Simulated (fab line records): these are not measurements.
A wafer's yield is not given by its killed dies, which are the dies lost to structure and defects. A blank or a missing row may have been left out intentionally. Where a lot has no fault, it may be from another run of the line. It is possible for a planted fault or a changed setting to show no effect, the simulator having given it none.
Matching of chambers / flow n5_finfet / rie_diel-03 running N5_BEOL_M1_ETCHBACK_99: 4 sister chambers
The step etches SiO2 in CHF3, target depth 5 nm, time 10.4 s. 24 wafers are shown with their chamber, then 12 later ones without.

WAFERS, EACH WITH ITS CHAMBER
wafer=L074.1; chamber=1; drypump_motor_current_A (A)=5.36; showerhead_plenum_p_Torr (Torr)=2.20; throttle_valve_pct (%)=16.99
wafer=L074.4; chamber=2; drypump_motor_current_A (A)=5.66; showerhead_plenum_p_Torr (Torr)=2.28; throttle_valve_pct (%)=17.49
wafer=L074.5; chamber=3; drypump_motor_current_A (A)=5.89; showerhead_plenum_p_Torr (Torr)=2.16; throttle_valve_pct (%)=17.31
wafer=L076.2; chamber=2; drypump_motor_current_A (A)=5.67; showerhead_plenum_p_Torr (Torr)=2.28; throttle_valve_pct (%)=17.50
wafer=L076.3; chamber=3; drypump_motor_current_A (A)=5.88; showerhead_plenum_p_Torr (Torr)=2.16; throttle_valve_pct (%)=17.33
wafer=L076.5; chamber=0; drypump_motor_current_A (A)=5.70; showerhead_plenum_p_Torr (Torr)=2.28; throttle_valve_pct (%)=17.19
wafer=L078.1; chamber=2; drypump_motor_current_A (A)=5.62; showerhead_plenum_p_Torr (Torr)=2.27; throttle_valve_pct (%)=17.51
wafer=L078.2; chamber=1; drypump_motor_current_A (A)=5.39; showerhead_plenum_p_Torr (Torr)=2.20; throttle_valve_pct (%)=17.01
wafer=L078.6; chamber=3; drypump_motor_current_A (A)=5.91; showerhead_plenum_p_Torr (Torr)=2.15; throttle_valve_pct (%)=17.34
wafer=L079.1; chamber=0; drypump_motor_current_A (A)=5.74; showerhead_plenum_p_Torr (Torr)=2.28; throttle_valve_pct (%)=17.21
wafer=L079.2; chamber=1; drypump_motor_current_A (A)=5.35; showerhead_plenum_p_Torr (Torr)=2.20; throttle_valve_pct (%)=17.00
wafer=L079.5; chamber=1; drypump_motor_current_A (A)=5.34; showerhead_plenum_p_Torr (Torr)=2.20; throttle_valve_pct (%)=17.02
wafer=L080.2; chamber=0; drypump_motor_current_A (A)=5.69; showerhead_plenum_p_Torr (Torr)=2.28; throttle_valve_pct (%)=17.20
wafer=L080.3; chamber=2; drypump_motor_current_A (A)=5.66; showerhead_plenum_p_Torr (Torr)=2.27; throttle_valve_pct (%)=17.53
wafer=L080.5; chamber=2; drypump_motor_current_A (A)=5.66; showerhead_plenum_p_Torr (Torr)=2.27; throttle_valve_pct (%)=17.54
wafer=L086.2; chamber=2; drypump_motor_current_A (A)=5.65; showerhead_plenum_p_Torr (Torr)=2.27; throttle_valve_pct (%)=17.53
wafer=L086.4; chamber=3; drypump_motor_current_A (A)=5.89; showerhead_plenum_p_Torr (Torr)=2.15; throttle_valve_pct (%)=17.35
wafer=L086.5; chamber=3; drypump_motor_current_A (A)=5.91; showerhead_plenum_p_Torr (Torr)=2.15; throttle_valve_pct (%)=17.35
wafer=L088.1; chamber=2; drypump_motor_current_A (A)=5.65; showerhead_plenum_p_Torr (Torr)=2.27; throttle_valve_pct (%)=17.56
wafer=L088.3; chamber=1; drypump_motor_current_A (A)=5.34; showerhead_plenum_p_Torr (Torr)=2.19; throttle_valve_pct (%)=17.04
wafer=L088.4; chamber=0; drypump_motor_current_A (A)=5.73; showerhead_plenum_p_Torr (Torr)=2.27; throttle_valve_pct (%)=17.24
wafer=L089.3; chamber=0; drypump_motor_current_A (A)=5.74; showerhead_plenum_p_Torr (Torr)=2.27; throttle_valve_pct (%)=17.23
wafer=L089.4; chamber=1; drypump_motor_current_A (A)=5.38; showerhead_plenum_p_Torr (Torr)=2.19; throttle_valve_pct (%)=17.06
wafer=L089.5; chamber=0; drypump_motor_current_A (A)=5.71; showerhead_plenum_p_Torr (Torr)=2.27; throttle_valve_pct (%)=17.25

SIGNATURES (averages over the wafers above)
reading=drypump_motor_current_A; chamber 0=5.7183; chamber 1=5.3600; chamber 2=5.6529; chamber 3=5.8960; scatter within a chamber=0.0184
reading=showerhead_plenum_p_Torr; chamber 0=2.2750; chamber 1=2.1967; chamber 2=2.2729; chamber 3=2.1540; scatter within a chamber=0.00523
reading=throttle_valve_pct; chamber 0=17.2200; chamber 1=17.0200; chamber 2=17.5229; chamber 3=17.3360; scatter within a chamber=0.0233
Rule: a wafer's distance from a chamber is the root of the sum, over the readings, of the square of ((its reading less the chamber's mean) divided by the reading's scatter). If the next closest chamber is less than 2 further off than the closest, the wafer can't be placed; otherwise it belongs to the closest. The scatter: take each reading less its chamber's mean, square it, sum over the shown wafers, divide by the number of wafers less the number of chambers, and take the root.

WAFERS WITH NO CHAMBER GIVEN
wafer=L092.1; drypump_motor_current_A (A)=5.64; showerhead_plenum_p_Torr (Torr)=2.26; throttle_valve_pct (%)=17.55
wafer=L092.4; drypump_motor_current_A (A)=5.94; showerhead_plenum_p_Torr (Torr)=2.15; throttle_valve_pct (%)=17.37
wafer=L092.6; drypump_motor_current_A (A)=5.34; showerhead_plenum_p_Torr (Torr)=2.19; throttle_valve_pct (%)=17.05
wafer=L095.1; drypump_motor_current_A (A)=5.62; showerhead_plenum_p_Torr (Torr)=2.26; throttle_valve_pct (%)=17.56
wafer=L095.3; drypump_motor_current_A (A)=5.71; showerhead_plenum_p_Torr (Torr)=2.27; throttle_valve_pct (%)=17.25
wafer=L095.5; drypump_motor_current_A (A)=5.35; showerhead_plenum_p_Torr (Torr)=2.19; throttle_valve_pct (%)=17.07
wafer=L096.1; drypump_motor_current_A (A)=5.88; showerhead_plenum_p_Torr (Torr)=2.14; throttle_valve_pct (%)=17.40
wafer=L096.2; drypump_motor_current_A (A)=5.61; showerhead_plenum_p_Torr (Torr)=2.26; throttle_valve_pct (%)=17.57
wafer=L096.5; drypump_motor_current_A (A)=5.91; showerhead_plenum_p_Torr (Torr)=2.14; throttle_valve_pct (%)=17.38
wafer=L097.1; drypump_motor_current_A (A)=5.89; showerhead_plenum_p_Torr (Torr)=2.14; throttle_valve_pct (%)=17.41
wafer=L097.2; drypump_motor_current_A (A)=5.74; showerhead_plenum_p_Torr (Torr)=2.26; throttle_valve_pct (%)=17.27
wafer=L097.4; drypump_motor_current_A (A)=5.34; showerhead_plenum_p_Torr (Torr)=2.19; throttle_valve_pct (%)=17.08

WHICH CHAMBER EACH WENT THROUGH
wafer=L092.1; from the rows above=2; in truth=2
wafer=L092.4; from the rows above=3; in truth=3
wafer=L092.6; from the rows above=1; in truth=1
wafer=L095.1; from the rows above=2; in truth=2
wafer=L095.3; from the rows above=0; in truth=0
wafer=L095.5; from the rows above=1; in truth=1
wafer=L096.1; from the rows above=3; in truth=3
wafer=L096.2; from the rows above=2; in truth=2
wafer=L096.5; from the rows above=3; in truth=3
wafer=L097.1; from the rows above=3; in truth=3
wafer=L097.2; from the rows above=0; in truth=0
wafer=L097.4; from the rows above=1; in truth=1
12 of 12 placed correctly. From these rows, 0 cannot be placed. 0 placed wrongly.
